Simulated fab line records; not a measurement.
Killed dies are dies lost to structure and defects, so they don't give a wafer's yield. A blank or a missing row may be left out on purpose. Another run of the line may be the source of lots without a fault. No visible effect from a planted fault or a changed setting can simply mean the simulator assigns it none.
Chamber matching || flow n5 finfet || 4 sister chambers for N5_BEOL_M0_SAQP_ETCH_49 on rie diel-04
The step etches SiO2 in CF4/O2, target depth 37 nm. 4 wafers are shown with their chamber, then 12 later ones without.

WAFERS PAIRED WITH THEIR CHAMBERS
{"wafer": "L093.1", "chamber": 2, "drypump motor current A (A)": 6.5}
{"wafer": "L095.1", "chamber": 3, "drypump motor current A (A)": 6.5}
{"wafer": "L095.2", "chamber": 1, "drypump motor current A (A)": 6.2}
{"wafer": "L095.3", "chamber": 0, "drypump motor current A (A)": 5.4}

WAFERS WHOSE CHAMBER IS MISSING
{"wafer": "L095.4", "drypump motor current A (A)": 6.5}
{"wafer": "L095.5", "drypump motor current A (A)": 5.4}
{"wafer": "L095.6", "drypump motor current A (A)": 6.5}
{"wafer": "L097.2", "drypump motor current A (A)": 6.5}
{"wafer": "L097.5", "drypump motor current A (A)": 6.5}
{"wafer": "L097.6", "drypump motor current A (A)": 6.2}
{"wafer": "L096.1", "drypump motor current A (A)": 6.5}
{"wafer": "L096.2", "drypump motor current A (A)": 5.5}
{"wafer": "L096.3", "drypump motor current A (A)": 6.2}
{"wafer": "L096.4", "drypump motor current A (A)": 6.4}
{"wafer": "L096.5", "drypump motor current A (A)": 6.6}
{"wafer": "L096.6", "drypump motor current A (A)": 6.2}

WHICH CHAMBER EACH ONE RAN IN
{"wafer": "L095.4", "from the rows above": "can't be placed: 2 or 3", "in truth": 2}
{"wafer": "L095.5", "from the rows above": 0, "in truth": 0}
{"wafer": "L095.6", "from the rows above": "can't be placed: 2 or 3", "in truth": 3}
{"wafer": "L097.2", "from the rows above": "can't be placed: 2 or 3", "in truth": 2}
{"wafer": "L097.5", "from the rows above": "can't be placed: 2 or 3", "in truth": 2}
{"wafer": "L097.6", "from the rows above": 1, "in truth": 1}
{"wafer": "L096.1", "from the rows above": "can't be placed: 2 or 3", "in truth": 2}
{"wafer": "L096.2", "from the rows above": 0, "in truth": 0}
{"wafer": "L096.3", "from the rows above": 1, "in truth": 1}
{"wafer": "L096.4", "from the rows above": "can't be placed: 2 or 3", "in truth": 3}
{"wafer": "L096.5", "from the rows above": "can't be placed: 2 or 3", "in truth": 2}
{"wafer": "L096.6", "from the rows above": 1, "in truth": 1}
Placed correctly: 5 of 12. Cannot be placed on the basis of these rows: 7; the candidates contain the true chamber in 7. Placed wrongly: 0.
How it was worked out, from the rows above alone: a wafer's distance from a chamber is the root of the sum, over the readings, of the square of ((its reading less the chamber's mean) divided by the reading's scatter). The wafer belongs to the nearest chamber; if the next one is less than 2 further off, it can't be placed. The mean given for a chamber averages the wafers shown for that chamber. The scatter: root of mean squared gap, hidden wafer to nearest shown wafer, with one shown wafer a chamber.
